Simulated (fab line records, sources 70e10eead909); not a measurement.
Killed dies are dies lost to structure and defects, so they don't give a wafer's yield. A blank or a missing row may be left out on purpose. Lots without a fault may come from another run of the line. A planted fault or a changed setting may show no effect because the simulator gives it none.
Which tool did it? | flow nand_harc | 6 lots, 18 wafers sampled, at 3 steps of a route of 1302

WHAT THE GAUGES READ, wafer by wafer
NHARC_A_BONDPAD_THK_MEAS_20: measures by xrf.
lot  | measured     | on            | thk_nm (nm)
L734 | day 24 07:10 | film_metro-01 | 168.9 170.9 170.9
L736 | day 24 05:25 | film_metro-02 | 169.9 170.1 169.1
L741 | day 26 17:32 | film_metro-02 | 169.8 170.7 167.3
L744 | day 27 16:53 | film_metro-02 | 171.8 169.0 172.9
L752 | day 31 09:49 | film_metro-01 | 173.9 170.3 171.2
L756 | day 32 21:04 | film_metro-01 | 171.0 170.3 168.5

WHICH TOOL RAN EACH LOT (tool, then ch and the chambers of the sampled wafers, then the start)
lot  | NHARC_P_ZERO_WELL_EXPOSE_21       | NHARC_A_BONDPAD_ETCH_12
L734 | krf_scanner-01 ch 0, day 2 08:11  | rie_diel-09 ch 0,2,3, day 24 07:10 or earlier
L736 | krf_scanner-02 ch 0, day 3 04:21  | rie_diel-02 ch 0,1, day 24 05:25 or earlier
L741 | krf_scanner-01 ch 0, day 5 09:07  | rie_diel-09 ch 1,2,3, day 26 17:32 or earlier
L744 | krf_scanner-01 ch 0, day 6 12:28  | rie_diel-11 ch 0,1,3, day 27 16:53 or earlier
L752 | krf_scanner-02 ch 0, day 9 20:29  | rie_diel-09 ch 0,2,3, day 31 09:49 or earlier
L756 | krf_scanner-02 ch 0, day 11 12:20 | rie_diel-09 ch 0,3, day 32 21:04 or earlier
- NHARC_P_ZERO_WELL_EXPOSE_21: exposes mask P NWELL, target cd 720 nm.
- NHARC_A_BONDPAD_ETCH_12: etches the open film in CHF3/O2, target depth 220 nm, time 110 s.

THE ANSWER, worked out from the rows above alone
Rule: what is usual is taken from the lots themselves. Put in order of their means at a reading, lots are off if they are a third of the lots or fewer, leave a main group of 4 or more, and stand apart from it by a gap of 3 or more times the standard deviation of the main group's means; of several such gaps the widest counts. A main group whose means are all the same, to the digits that the tables above print for the reading, isn't used. A lot without any number at a reading at which 4 lots or more have one is off too. The other lots that the step has rows for count as sound.
No lot is off at any reading shown: from this, nothing can be told.

WHAT THE SIMULATOR HAD PUT IN
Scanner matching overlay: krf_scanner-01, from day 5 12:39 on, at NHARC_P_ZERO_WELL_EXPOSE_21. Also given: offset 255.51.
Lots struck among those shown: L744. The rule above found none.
